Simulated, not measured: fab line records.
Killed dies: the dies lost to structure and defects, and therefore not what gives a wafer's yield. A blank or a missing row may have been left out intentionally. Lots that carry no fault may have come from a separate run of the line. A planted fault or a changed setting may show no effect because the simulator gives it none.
Comparing a struck lot with a sound one ; flow n5Finfet ; 15 steps out of a route of 1938
Sound: these wafers, L191.1, L191.4, L191.6. Struck: wafer L203.3 (L203.1, L203.6, from the same lot, were not struck and are left out); the cause is given at the end.
Per side, at each step with rows, come the tool, then ch with its chambers, and then its first start. Under that, the readings that differ: sound wafers ; struck wafers ; difference of the means ; sigmas: that difference in standard deviations of wafers without a fault.
alike: readings whose means differ by less than 2 such deviations, and words and numbers that are the same on both sides. not compared: withheld readings, readings that some wafer has no value for, bounds like >300 that may hide the same value, and numbers for which the record gives no deviation and whose values overlap.
Wherever a step has rows on one side only, a row that says differs or no value, or a row with sigmas, the two part there. When numbers do not overlap yet have no deviation, they are printed without sigmas and do not part them. A reading missing from all wafers of one side parts the sides only when that side holds two or more wafers.

N5_BEOL_M8_STRIP_80: strips in N2/H2, time 10 s.
  sound: rieDiel-04 ch 0,3; struck: rieDiel-03 ch 0
  alike: drypumpMotorCurrentA, oesProductAu, rfVppV, showerheadPlenumPTorr, throttleValvePct
  not compared: rfHoursCounterH
N5_BEOL_M8_OCD_MEAS_38:
  struck on ocd-02, day 14 13:22; sound on ocd-02, day 10 08:26
  alike: trenchDepthNm
then, 4 steps without rows for these wafers: N5_BEOL_M8_HM_STRIP_39 (strips TiN in peroxide tin strip, target depth 25 nm, time 158 s); N5_BEOL_M8_SRD_40 (time 30 s); N5_BEOL_M8_PRECLEAN_42 (cleans in residue remover, time 60 s); N5_BEOL_M8_SRD_43 (time 30 s).
N5_BEOL_M8_CD_MEAS_35: target cd 40 nm.
  struck on cdSem-03, day 14 13:31; sound on cdSem-01, day 10 08:35
  alike: cdNm
N5_BEOL_M8_CURE_75: cures SiCOH lowk, time 120 s.
  sound on uvCure-01 ch 2, day 10 08:42; struck on uvCure-02 ch 1, day 14 13:34
  alike: lampPowerPct, wafer_temp_C_max
N5_BEOL_M8_DEGAS_44: time 60 s.
  struck on pvdSputter-01, day 14 14:16; sound on pvdSputter-02, day 10 09:02
  alike: heaterPowerW
N5_BEOL_M8_PRE_CLEAN_45: time 30 s.
  struck on pvdSputter-01, day 14 14:18; sound on pvdSputter-02, day 10 09:05
  alike: heaterPowerW
then, 1 step without rows for these wafers: N5_BEOL_M8_ALD_77 (deposits TaN, target thk 2 nm, pulse time 2 s, purge time 3 s).
N5_BEOL_M8_SURFACE_TREAT_79:
  struck on pvdSputter-03, day 14 15:09; sound on pvdSputter-01, day 10 09:38
  not compared: throttleValvePct
N5_BEOL_M8_CVD_78: deposits Co from CCTBA/H2, target thk 2 nm, time 142.3 s.
  sound on cvdCo-01 ch 1,2, day 10 09:42; struck on cvdCo-02 ch 1, day 14 15:26
reading;sound;struck;difference;sigmas
runLengthS (s);164.3 166.1 164.4;134.0;-30.9;-55
  alike: chamberPressureTorr
then, 1 step without rows for these wafers: N5_BEOL_M8_SPUTTER_48 (material Cu, target thk 10 nm, time 1.667 s).
-- record jumps: 3 days separate the struck wafers' starts on either side; left off in module BEOL_M8, taken up again in module PASSIVATION, whose first shown step is the route's number 1936 --
N5_PASSIVATION_PROBE_49:
  struck on prober-01, day 17 10:06; sound on prober-02, day 13 06:57
reading;sound;struck;difference;sigmas
killedAtContacts;33 20 17;6;-17;-3
  alike: defectLimitedYield, killed_at_M0_to_M3, killed_at_M4_up, killedAtFrontEnd, killedAtOther, killedDies, killedOpen, killedShort, sort_bin_5_function, sort_bin_6_memory, sortNPass, sortYieldPct

== WHERE THEY PART ==
At N5_BEOL_M8_CVD_78 first; at N5_PASSIVATION_PROBE_49 last (within this record only).

WHY: what the simulator had put in
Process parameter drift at N5_BEOL_M8_CVD_78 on cvdCo-02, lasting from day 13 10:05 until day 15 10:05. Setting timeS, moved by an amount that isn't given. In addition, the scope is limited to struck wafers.
